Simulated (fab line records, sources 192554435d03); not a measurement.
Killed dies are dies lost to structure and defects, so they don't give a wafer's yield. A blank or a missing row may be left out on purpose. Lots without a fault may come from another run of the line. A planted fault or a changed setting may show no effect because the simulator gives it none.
fab line records | flow n5_finfet
record lots=7 wafers=21 last_day=16
route steps=1938 shown BEOL_M0_SAQP@645 BEOL_M4@1111
lots that met no fault: from a run of the same line without faults
start_h: hours from the record's first day to the start of the lot's first wafer shown | wait_h: hours since the lot's step before | " the same as in the row above | L1.1+2: a row that stands for several wafers | - no value, or no start given | * or withheld: withheld | < > ~ a bound
route shown NAME@n: a module of which the file shows steps, and the number in the route of the first | usual: mean/standard deviation of fault-free wafers | same: alike in all rows | chamber/n: place in a boat | sites: the reading at each site | _std_site: their standard deviation | _edge_site: outer sites' mean less inner sites' | radius_mm: how far each site lies from the wafer's centre | mask NAME#n: copy n | behind: the tool/chamber that last shaped the wafer | hold: why the lot was held/for how many hours/how that ended | device: the transistor (n, p or np) that didn't switch | end of line: the same wafers' tests at the end of the route | a step without rows: its recipe alone | killed: dies lost to structure and defects at the first sort, not the wafer's yield | map: a wafer's dies, x killed, . not, _ none there
set.NAME: the setting as run; set.NAME@STEP: as run at that earlier step | model.NAME: the simulator's own value behind a step, which no gauge read
lots at some steps of the route; a table a step, a row a wafer
services: from which hour (start_h, from the record's first day; less than 0 if before it) a tool's chamber was out of use, for how many hours, and why
## steps
# step N5_BEOL_M0_SAQP_SOFTBAKE_09
# recipe temp_c=110 time_s=60 resist=CAR-ArF
# step N5_BEOL_M0_SAQP_EXPOSE_11
# recipe mask_id=M0_CORE na=1.35 source_shape=dipole sigma_inner=0.538 sigma_outer=0.738 polarization=te target_cd_nm=42 dose_mj=55
# step N5_BEOL_M0_SAQP_PEB_12
# recipe peb_temp_c=withheld peb_time_s=60 resist=CAR-ArF
# step N5_BEOL_M0_SAQP_DEVELOP_13
# recipe develop_time_s=30 developer=TMAH resist=CAR-ArF dev_temp_c=23 rinse_liquid=diw dry=air_spin
# step N5_BEOL_M0_SAQP_CD_MEAS_14
# recipe target_cd_nm=42.5 landing_energy_ev=500 detector=se_inlens
# usual cd_nm=42.4/0.33
# same landing_energy_ev=500
# columns lot.wafer tool chamber start_h wait_h cd_nm
L406.1 cd_sem-03 0 146.99 - 42.4
L406.3 " 0 " " 42.9
L406.5 " 0 " " 42.6
L409.2 cd_sem-01 0 167.11 - 41.6
L409.3 " 0 " " 42.3
L409.5 " 0 " " 42.4
L410.2 cd_sem-03 0 173.20 - 42.4
L410.5 " 0 " " 42.3
L410.6 " 0 " " 42.2
L411.1 cd_sem-01 0 177.60 - 42.5
L411.2 " 0 " " 42.9
L411.4 " 0 " " 42.9
L413.2 cd_sem-02 0 186.15 - 43.1
L413.4 " 0 " " 42.3
L413.5 " 0 " " 42.9
L415.3 cd_sem-03 0 200.78 - 41.8
L415.5 " 0 " " 42.2
L415.6 " 0 " " 42.2
L416.1 cd_sem-02 0 209.08 - 42.5
L416.2 " 0 " " 42.4
L416.5 " 0 " " 41.8
# step N5_BEOL_M0_SAQP_OVL_MEAS_15
# recipe points_per_wafer=44
# usual M0_CORE_OVL=-0.7/0.88
# columns lot.wafer tool chamber start_h wait_h M0_CORE_OVL[nm]
L406.1 overlay-01 0 147.02 0.0 -1.1
L406.3 " 0 " " -1.1
L406.5 " 0 " " -1.1
L409.2 overlay-02 0 167.14 0.0 0.2
L409.3 " 0 " " -0.7
L409.5 " 0 " " -1.1
L410.2 overlay-01 0 173.23 0.0 -1.3
L410.5 " 0 " " -1.2
L410.6 " 0 " " -0.7
L411.1 overlay-02 0 177.63 0.0 -0.6
L411.2 " 0 " " 0.1
L411.4 " 0 " " -0.1
L413.2 overlay-02 0 186.18 0.0 1.0
L413.4 " 0 " " 0.4
L413.5 " 0 " " 0.9
L415.3 overlay-01 0 200.81 0.0 -0.9
L415.5 " 0 " " -1.7
L415.6 " 0 " " -1.1
L416.1 overlay-02 0 209.11 0.0 0.6
L416.2 " 0 " " 0.7
L416.5 " 0 " " -0.2
# step N5_BEOL_M0_SAQP_INSPECT_16
# recipe mode=adi inspect_instrument=brightfield
# usual raw_defect_count=508/140
# columns lot.wafer tool chamber start_h wait_h raw_defect_count
L406.1 defect_inspect-02 - 147.04 0.0 385
L406.3 " - " " 454
L406.5 " - " " 281
L409.2 defect_inspect-01 - 167.17 0.0 486
L409.3 " - " " 503
L409.5 " - " " 667
L410.2 defect_inspect-01 - 173.25 0.0 742
L410.5 " - " " 706
L410.6 " - " " 924
L411.1 defect_inspect-02 - 177.65 0.0 451
L411.2 " - " " 637
L411.4 " - " " 675
L413.2 defect_inspect-01 - 186.20 0.0 416
L413.4 " - " " 536
L413.5 " - " " 393
L415.3 defect_inspect-02 - 200.84 0.0 543
L415.5 " - " " 316
L415.6 " - " " 405
L416.1 defect_inspect-01 - 209.14 0.0 476
L416.2 " - " " 343
L416.5 " - " " 613
# step N5_BEOL_M0_SAQP_DESCUM_19
# recipe chemistry=O2 time_s=7.9 source_power_w=50 bias_power_w=20 pressure_mtorr=20 rf_frequency_hz=2.712e+07 temp_c=40 resist=CAR-ArF o2_flow_sccm=225
# usual drypump_motor_current_A=6.0/0.36 oes_product_au=0.73/0.071 rf_vpp_V=242.9/1.6 showerhead_plenum_p_Torr=2.07/0.083 throttle_valve_pct=20.52/0.24
# same time_s=7.9
# columns lot.wafer tool chamber start_h wait_h drypump_motor_current_A oes_product_au rf_hours_counter_h rf_vpp_V showerhead_plenum_p_Torr throttle_valve_pct
L406.1 rie_diel-05 0 147.07 0.0 6.4 0.70 236 242.5 1.97 20.96
L406.3 " 3 " " 6.2 0.70 200 243.9 2.17 20.63
L406.5 " 3 " " 6.2 0.69 - 245.2 2.17 20.63
L409.2 rie_diel-06 1 167.20 0.0 5.2 0.71 221 242.9 2.07 20.22
L409.3 " 0 " " 5.7 0.75 155 244.0 2.07 20.42
L409.5 " 0 " " 5.7 0.74 - 242.2 2.07 20.42
L410.2 rie_diel-01 0 173.29 0.0 6.2 0.72 209 241.3 1.99 20.56
L410.5 " 1 " " 6.1 0.73 - 242.6 2.06 20.63
L410.6 " 0 " " 6.2 0.72 - 241.3 1.99 20.58
L411.1 rie_diel-01 1 177.69 0.0 6.1 0.71 213 242.8 2.06 20.64
L411.2 " 0 " " 6.2 0.71 210 240.9 1.99 20.58
L411.4 " 2 " " 5.2 0.91 13 241.7 2.06 20.37
L413.2 rie_diel-06 1 186.33 0.1 5.2 0.70 227 243.0 2.07 20.24
L413.4 " 0 " " 5.7 0.74 161 243.1 2.07 20.44
L413.5 " 0 " " 5.7 0.74 - 242.6 2.07 20.45
L415.3 rie_diel-05 3 201.12 0.3 6.2 0.69 - 243.7 2.17 20.65
L415.5 " 2 " " 6.2 0.68 - 240.7 1.98 20.16
L415.6 " 3 " " 6.2 0.68 - 244.4 2.17 20.68
L416.1 rie_diel-05 0 209.21 0.1 6.4 0.97 1 246.3 2.22 20.57
L416.2 " 2 " " 6.2 0.68 238 243.0 1.98 20.17
L416.5 " 0 " " 6.4 0.96 - 245.4 2.22 20.56
# step N5_BEOL_M0_SAQP_ETCH_83
# recipe chemistry=CF4 target=SiARC target_depth_a=390 mask_material=CAR-ArF time_s=65 ion_energy_ev=80 pressure_mtorr=40 source_w=545 bias_w=36 Ar_flow_sccm=100 cf4_flow_sccm=100 ends=cleared
# usual drypump_motor_current_A=6.0/0.36 etch_rf_on_time_s=64.7/1.7 oes_product_au=0.63/0.063 rf_vpp_V=183.8/1.2 showerhead_plenum_p_Torr=2.12/0.079 throttle_valve_pct=15.73/0.22
# columns lot.wafer tool chamber start_h wait_h drypump_motor_current_A etch_rf_on_time_s oes_product_au rf_hours_counter_h rf_vpp_V showerhead_plenum_p_Torr throttle_valve_pct
L406.1 rie_diel-05 0 147.11 0.0 6.4 65.4 0.60 236 183.1 2.03 16.20
L406.3 " 3 " " 6.0 65.0 0.60 200 185.3 2.21 15.85
L406.5 " 3 " " 6.1 64.7 0.61 - 183.5 2.21 15.83
L409.2 rie_diel-06 1 167.23 0.0 5.2 65.5 0.60 221 182.9 2.12 15.56
L409.3 " 0 " " 5.7 66.8 0.64 155 184.4 2.14 15.74
L409.5 " 0 " " 5.7 66.4 0.64 - 183.2 2.14 15.74
L410.2 rie_diel-01 0 173.32 0.0 6.2 66.9 0.60 209 182.7 2.04 15.69
L410.5 " 1 " " 6.1 68.9 0.60 - 182.9 2.12 15.86
L410.6 " 0 " " 6.2 66.4 0.60 - 182.9 2.04 15.70
L411.1 rie_diel-01 1 177.72 0.0 6.1 68.6 0.59 213 184.7 2.12 15.88
L411.2 " 0 " " 6.2 66.3 0.61 210 182.9 2.04 15.72
L411.4 " 2 " " 5.3 63.0 0.80 13 183.8 2.09 15.34
L413.2 rie_diel-06 1 186.36 0.0 5.2 64.9 0.61 227 183.2 2.12 15.56
L413.4 " 0 " " 5.6 66.2 0.63 161 184.2 2.14 15.75
L413.5 " 0 " " 5.7 66.0 0.64 - 182.9 2.14 15.76
L415.3 rie_diel-05 3 201.18 0.0 6.1 64.8 0.59 - 185.9 2.21 15.87
L415.5 " 2 " " 6.2 63.4 0.59 - 181.9 2.03 15.49
L415.6 " 3 " " 6.1 64.8 0.59 - 182.3 2.21 15.87
L416.1 rie_diel-05 0 209.25 0.0 6.4 64.2 0.83 1 185.5 2.28 15.71
L416.2 " 2 " " 6.2 64.2 0.59 238 182.2 2.03 15.49
L416.5 " 0 " " 6.4 64.3 0.83 - 185.1 2.28 15.69
# step N5_BEOL_M0_SAQP_ETCH_84
# recipe chemistry=N2/H2 target=SOC target_depth_a=1000 overetch_a=200 mask_material=SiARC temp_c=40 time_s=150 ion_energy_ev=200 pressure_mtorr=30 source_w=840 bias_w=150 n2_flow_sccm=200 h2_flow_sccm=200
# usual drypump_motor_current_A=6.0/0.36 oes_product_au=0.66/0.062 rf_vpp_V=523.2/2.8 showerhead_plenum_p_Torr=2.52/0.1 throttle_valve_pct=17.93/0.28
# same time_s=150
# columns lot.wafer tool chamber start_h wait_h drypump_motor_current_A oes_product_au rf_hours_counter_h rf_vpp_V showerhead_plenum_p_Torr throttle_valve_pct
L406.1 rie_diel-05 0 147.16 0.0 6.4 0.63 237 519.7 2.41 18.42
L406.3 " 3 " " 6.2 0.63 200 526.8 2.64 18.03
L406.5 " 3 " " 6.2 0.62 - 525.9 2.64 18.05
L409.2 rie_diel-06 1 167.28 0.0 5.2 0.65 221 522.4 2.51 17.65
L409.3 " 0 " " 5.7 0.68 155 524.5 2.55 18.14
L409.5 " 0 " " 5.7 0.68 - 523.4 2.55 18.12
L410.2 rie_diel-01 0 173.37 0.0 6.2 0.64 209 521.2 2.41 18.04
L410.5 " 1 " " 6.1 0.65 - 522.1 2.50 18.04
L410.6 " 0 " " 6.2 0.64 - 520.4 2.41 18.05
L411.1 rie_diel-01 1 177.77 0.0 6.1 0.65 213 524.2 2.50 18.04
L411.2 " 0 " " 6.2 0.64 210 520.8 2.41 18.05
L411.4 " 2 " " 5.2 0.81 13 522.4 2.48 17.68
L413.2 rie_diel-06 1 186.41 0.0 5.2 0.63 227 524.6 2.50 17.66
L413.4 " 0 " " 5.7 0.67 161 524.3 2.55 18.14
L413.5 " 0 " " 5.7 0.68 - 523.2 2.55 18.14
L415.3 rie_diel-05 3 201.28 0.1 6.1 0.62 - 526.9 2.63 18.08
L415.5 " 2 " " 6.2 0.61 - 520.7 2.39 17.47
L415.6 " 3 " " 6.1 0.61 - 525.1 2.63 18.08
L416.1 rie_diel-05 0 209.30 0.0 6.4 0.87 1 527.1 2.73 17.99
L416.2 " 2 " " 6.2 0.61 238 520.3 2.39 17.45
L416.5 " 0 " " 6.5 0.86 - 527.4 2.73 18.01
# step N5_BEOL_M0_SAQP_STRIP_80
# recipe chemistry=N2/H2 temp_c=40 n2_flow_sccm=200 h2_flow_sccm=200 rf_frequency_hz=6e+07
# step N5_BEOL_M0_SAQP_HM_OPEN_112
# recipe chemistry=CHF3/O2 target=SiO2 stop_on=a-Si target_depth_a=120 over_etch_frac=1.25 mask_material=SOC time_s=13.5 pressure_mtorr=30 source_w=650 bias_w=170 Ar_flow_sccm=200 CHF3_flow_sccm=50 O2_flow_sccm=5 ion_energy_ev=200 ends=end_point
# usual O2_flow_sccm=5.000/0.015 drypump_motor_current_A=6.0/0.36 oes_product_au=0.48/0.045 rf_vpp_V=525/8.2 showerhead_plenum_p_Torr=2.39/0.091 throttle_valve_pct=18.94/0.23
# columns lot.wafer tool chamber start_h wait_h O2_flow_sccm drypump_motor_current_A oes_product_au rf_hours_counter_h rf_vpp_V showerhead_plenum_p_Torr throttle_valve_pct
L406.1 rie_diel-05 0 147.27 0.0 4.998 6.4 0.46 237 513 2.27 19.33
L406.3 " 3 " " 5.013 6.2 0.46 200 538 2.49 19.04
L406.5 " 3 " " 5.011 6.2 0.46 - 538 2.49 19.04
L409.2 rie_diel-06 1 167.39 0.0 5.014 5.2 0.47 221 518 2.37 18.65
L409.3 " 0 " " 4.988 5.7 0.49 155 515 2.42 19.02
L409.5 " 0 " " 5.023 5.7 0.50 - 516 2.42 19.01
L410.2 rie_diel-01 0 173.48 0.0 4.980 6.2 0.47 209 523 2.30 18.97
L410.5 " 1 " " 5.002 6.1 0.47 - 524 2.38 19.08
L410.6 " 0 " " 4.996 6.2 0.46 - 524 2.30 18.97
L411.1 rie_diel-01 1 177.88 0.0 4.993 6.1 0.47 213 524 2.38 19.08
L411.2 " 0 " " 5.015 6.2 0.47 210 525 2.30 18.99
L411.4 " 2 " " 4.983 5.2 0.59 13 531 2.36 18.67
L413.2 rie_diel-06 1 186.52 0.0 4.994 5.2 0.47 227 519 2.37 18.64
L413.4 " 0 " " 4.981 5.7 0.49 161 515 2.41 19.05
L413.5 " 0 " " 4.984 5.7 0.49 - 514 2.42 19.02
L415.3 rie_diel-05 3 201.42 0.0 4.994 6.1 0.45 - 540 2.49 19.06
L415.5 " 2 " " 4.999 6.2 0.46 - 534 2.28 18.63
L415.6 " 3 " " 5.006 6.2 0.46 - 540 2.49 19.07
L416.1 rie_diel-05 0 209.40 0.0 5.002 6.4 0.62 1 523 2.56 18.95
L416.2 " 2 " " 5.008 6.2 0.44 238 534 2.28 18.62
L416.5 " 0 " " 4.990 6.4 0.63 - 522 2.56 18.94
# step N5_BEOL_M0_SAQP_STRIP_113
# recipe chemistry=CHF3/O2 resist=SiARC rf_frequency_hz=6e+07
# columns lot.wafer tool chamber start_h wait_h model.SiARC_of_BEOL_M0_SAQP_COAT_82.thk_nm
L406.1+3+5 rie_diel-05 0,3,3 147.32 0.0 0
L409.2 rie_diel-06 1 167.44 0.0 5.4
L409.3 " 0 " " 6
L409.5 " 0 " " 5.8
L410.2 rie_diel-01 0 173.53 0.0 5.2
L410.5 " 1 " " 6.2
L410.6 " 0 " " 5.4
L411.1 rie_diel-01 1 177.93 0.0 6
L411.2 " 0 " " 5.2
L411.4 " 2 " " 4
L413.2+4+5 rie_diel-06 1,0,0 186.57 0.0 0
L415.3+5+6 rie_diel-05 3,2,3 201.47 0.0 0
L416.1+2+5 rie_diel-05 0,2,0 209.45 0.0 0
# step N5_BEOL_M0_SAQP_MANDREL_ETCH_20
# recipe target_depth_a=600 chemistry=HBr/Cl2 target=a-Si stop_on=SiNx bt_time_s=10 mask_material=SOC over_etch_frac=0.5 time_s=30 pressure_mtorr=10 icp_w=800 bias_w=75 HBr_flow_sccm=150 Cl2_flow_sccm=80 ends=end_point
# usual HBr_flow_sccm=150.0/0.44 drypump_motor_current_A=5.5/0.37 oes_product_au=0.775/0.011 throttle_valve_pct=35.4/0.37
# columns lot.wafer tool chamber start_h wait_h HBr_flow_sccm drypump_motor_current_A oes_product_au rf_hours_counter_h throttle_valve_pct
L406.1 rie_si-01 0 147.36 0.0 149.4 5.7 0.769 135 35.6
L406.3 " 1 " " 150.0 5.5 0.787 156 35.5
L406.5 " 2 " " 150.0 5.2 0.773 - 34.7
L409.2 rie_si-01 2 167.47 0.0 149.9 5.3 0.759 187 34.7
L409.3 " 3 " " 150.2 4.9 0.769 60 35.7
L409.5 " 3 " " 150.1 4.9 0.788 - 35.7
L410.2 rie_si-01 0 173.56 0.0 149.3 5.7 0.770 136 35.6
L410.5 " 3 " " 149.6 4.9 0.804 - 35.7
L410.6 " 2 " " 149.1 5.3 0.779 - 34.7
L411.1 rie_si-05 1 177.96 0.0 149.5 5.1 0.773 29 35.9
L411.2 " 2 " " 149.7 5.4 0.759 53 35.0
L411.4 " 3 " " 149.6 5.5 0.771 184 35.7
L413.2 rie_si-05 0 186.60 0.0 149.6 6.1 0.769 81 34.9
L413.4 " 2 " " 150.1 5.4 0.759 53 34.9
L413.5 " 3 " " 150.1 5.5 0.772 - 35.7
L415.3 rie_si-05 2 201.50 0.0 150.3 5.4 0.763 53 35.0
L415.5 " 0 " " 149.7 6.1 0.770 - 34.9
L415.6 " 3 " " 150.0 5.5 0.769 - 35.7
L416.1 rie_si-01 1 209.49 0.0 149.3 5.5 0.775 157 35.5
L416.2 " 3 " " 150.1 4.9 0.775 60 35.7
L416.5 " 0 " " 150.2 5.7 0.780 - 35.6
# step N5_BEOL_M4_RC_MEAS_101
# usual DIBL_N=36.0/1.7 DIBL_P=35.8/2 IOFF_N=0.15/0.03 IOFF_P=0.20/0.037 ION_N=670/12 ION_P=460/7.2 SS_N=71.5/0.68 SS_P=73.2/0.65 VT_N=250/3.1 VT_P=-251/3.4
# columns lot.wafer tool chamber start_h wait_h DIBL_N[mV/V] DIBL_P[mV/V] IOFF_N[nA/um] IOFF_P[nA/um] ION_N[uA/um] ION_P[uA/um] SS_N[mV/dec] SS_P[mV/dec] VT_N[mV] VT_P[mV]
L406.1 prober-01 0 200.59 0.0 39.2 40.2 0.21 0.26 693 468 72.6 73.9 246 -247
L406.3 " 0 " " 37.4 37.1 0.16 0.20 647 448 71.6 73.2 251 -252
L406.5 " 0 " " 38.4 38.5 0.18 0.24 663 452 72.5 73.3 247 -246
L409.2 prober-02 0 231.30 0.2 34.7 34.6 0.16 0.22 689 475 70.4 72.6 247 -247
L409.3 " 0 " " 37.0 35.5 0.19 0.24 674 454 72.1 73.6 248 -247
L409.5 " 0 " " 38.2 37.0 0.23 0.26 679 461 72.8 74.0 246 -245
L410.2 prober-01 0 237.66 0.2 34.9 33.6 0.13 0.19 654 455 71.2 72.4 252 -248
L410.5 " 0 " " 34.3 33.0 0.12 0.18 659 460 70.6 73.1 252 -251
L410.6 " 0 " " 36.8 36.2 0.15 0.21 660 450 71.4 73.0 250 -250
L411.1 prober-01 0 243.61 0.0 38.3 37.8 0.17 0.24 676 469 72.2 74.1 251 -246
L411.2 " 0 " " 35.9 35.9 0.14 0.22 669 463 71.9 73.5 251 -247
L411.4 " 0 " " 36.1 33.7 0.13 0.18 646 451 71.4 72.9 254 -251
L413.2 prober-01 0 255.17 0.2 34.9 33.4 0.12 0.16 661 460 71.3 72.5 253 -253
L413.4 " 0 " " 36.6 35.5 0.14 0.19 663 456 71.4 73.0 251 -250
L413.5 " 0 " " 36.3 35.3 0.14 0.19 667 458 72.2 73.2 252 -251
L416.1 prober-01 0 265.91 0.0 35.6 35.1 0.14 0.18 663 456 71.6 72.6 254 -253
L416.2 " 0 " " 35.8 35.0 0.15 0.17 677 455 70.8 73.5 250 -254
L416.5 " 0 " " 34.4 33.4 0.13 0.16 659 453 70.7 72.2 253 -255
L415.3 prober-01 0 281.96 0.3 34.1 33.9 0.12 0.18 660 455 71.3 72.6 256 -253
L415.5 " 0 " " 36.1 34.5 0.15 0.19 652 450 72.0 73.0 251 -251
L415.6 " 0 " " 34.4 34.4 0.14 0.19 680 468 70.8 73.3 250 -251
## services
# columns tool chamber start_h hours kind
rie_diel-01 3 123.80 3.1 repair
rie_si-01 - 135.58 0.1 repair
rie_diel-06 0 190.33 6.5 repair
rie_diel-05 0 192.88 - clean
rie_diel-05 0 192.88 - consumable_replace:focus_ring
rie_diel-05 0 192.88 - consumable_replace:showerhead
rie_diel-05 0 192.88 15.2 scheduled_down
rie_diel-05 0 192.88 15.2 vent_cycle
rie_diel-06 2 195.78 28.7 repair
rie_si-05 1 196.37 6.5 repair
rie_diel-05 1 197.55 24.1 repair
## key
first_sign none at tools or gauges
model_effect step=N5_BEOL_M0_SAQP_STRIP_113 value=SiARC_of_BEOL_M0_SAQP_COAT_82.thk_nm without=0 struck=5.467
met_at N5_BEOL_M0_SAQP_STRIP_113
struck_wafers L409.2,L409.3,L409.5,L410.2,L410.5,L410.6,L411.1,L411.2,L411.4
fault kind=skipped_step_whole tool=rie_diel-01,rie_diel-06 chamber=- onset_h=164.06 steps=N5_BEOL_M0_SAQP_STRIP_113 scope=struck_lots_only
